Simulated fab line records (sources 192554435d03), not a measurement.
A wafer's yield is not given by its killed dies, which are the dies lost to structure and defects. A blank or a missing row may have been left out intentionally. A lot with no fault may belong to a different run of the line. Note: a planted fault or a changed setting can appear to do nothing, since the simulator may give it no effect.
A lot that was struck, set against a sound lot | flow n5Finfet | 14 out of 1938 route steps
Sound: these wafers, L449.1, L449.3, L449.5. Wafers struck: L452.4, L452.5, L452.6. The cause comes at the end.
Each step with rows lists, per side, the tool, then ch with its chambers, then its first start. Under that, the readings that differ: sound wafers | struck wafers | difference of the means | sigmas: that difference in standard deviations of wafers without a fault.
alike: words and numbers the same on both sides, and readings whose means are apart by under 2 such deviations; not compared: readings that were withheld, readings missing a value for some wafer, numbers with overlapping values and no deviation given by the record, and bounds like >300 which may hide the same value.
Wherever a step has rows on one side only, a row that says differs or no value, or a row with sigmas, the two part there. Numbers that don't overlap but have no deviation are shown without sigmas and don't part them. A reading missing from all wafers of one side parts the sides only when that side holds two or more wafers.

first, 7 steps without rows for these wafers: N5_PASSIVATION_COAT_04; N5_PASSIVATION_EBR_06; N5_PASSIVATION_SOFTBAKE_05 (time 90 s); N5_PASSIVATION_EXPOSE_07 (exposes mask TV, defocus 0 nm, target cd 3000 nm); N5_PASSIVATION_PEB_08; N5_PASSIVATION_DEVELOP_09 (develop time 60 s); N5_PASSIVATION_HARDBAKE_11 (time 120 s).
N5_PASSIVATION_CD_MEAS_10: the cd target is 3000 nm.
  sound on cdSem-03 ch 0, day 15 22:50; struck on cdSem-01 ch 0, day 16 07:28
  alike: cdNm
N5_PASSIVATION_OVL_MEAS_60:
  sound on overlay-02 ch 0, day 15 22:52; struck on overlay-01 ch 0, day 16 07:31
  alike: TV_OVL
N5_PASSIVATION_INSPECT_61: inspects for defects (macro).
  sound on defectInspect-01, day 15 22:53; struck on defectInspect-02, day 16 07:32
  alike: rawDefectCount
N5_PASSIVATION_DESCUM_12: chemistry O2, time 7.9 s.
  sound on rieDiel-03 ch 1,2,3, day 15 22:55; struck on rieDiel-03 ch 0,3, day 16 07:39
  alike: drypumpMotorCurrentA, oesProductAu, rfVppV, showerheadPlenumPTorr, throttleValvePct
  not compared: rfHoursCounterH
N5_PASSIVATION_PASS_ETCH_74: etches SiNx in CF4/O2, target depth 220 nm, time 110 s.
  sound on rieDiel-03 ch 1,2,3, day 15 22:59; struck on rieDiel-03 ch 0,3, day 16 07:43
  alike: biasW, drypumpMotorCurrentA, oes_f_703_au, oesProductAu, rfFwdPowerW, rfVppV, showerheadPlenumPTorr, throttleValvePct
  not compared: rfHoursCounterH
N5_PASSIVATION_VIA_ETCH_13: etches SiO2 in CHF3/O2, target depth 660 nm, time 330 s.
  sound on rieDiel-03 ch 1,2,3, day 15 23:05; struck on rieDiel-03 ch 0,3, day 16 07:49
reading             | sound             | struck            | difference | sigmas
etchRfOnTimeS (s)   | 239 231 245       | 264 270 269       | +29        | +6
oes_f_703_au (a.u.) | 0.79 0.87 0.78    | 0.52 0.59 0.51    | -0.27      | -4
rfFwdPowerW (W)     | 643.0 645.3 651.5 | 489.7 489.8 487.6 | -157.6     | -83
rfVppV (V)          | 516 505 509       | 598 583 597       | +83        | +8
  alike: biasW, drypumpMotorCurrentA, oesProductAu, showerheadPlenumPTorr, throttleValvePct
  not compared: rfHoursCounterH
N5_PASSIVATION_STRIP_14: strips in O2.
  sound on rieDiel-03 ch 1,2,3, day 15 23:17; struck on rieDiel-03 ch 0,3, day 16 08:00
  alike: drypumpMotorCurrentA, oesProductAu, rfVppV, showerheadPlenumPTorr, throttleValvePct
  not compared: rfHoursCounterH

WHERE THEY PART
Within this record, at N5_PASSIVATION_VIA_ETCH_13 only. Later steps at which nothing parts them and some readings are alike: N5_PASSIVATION_STRIP_14.

WHY: whatever the simulator had introduced
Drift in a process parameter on rieDiel-03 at N5_PASSIVATION_VIA_ETCH_13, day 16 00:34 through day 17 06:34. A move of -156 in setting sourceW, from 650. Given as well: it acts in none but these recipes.
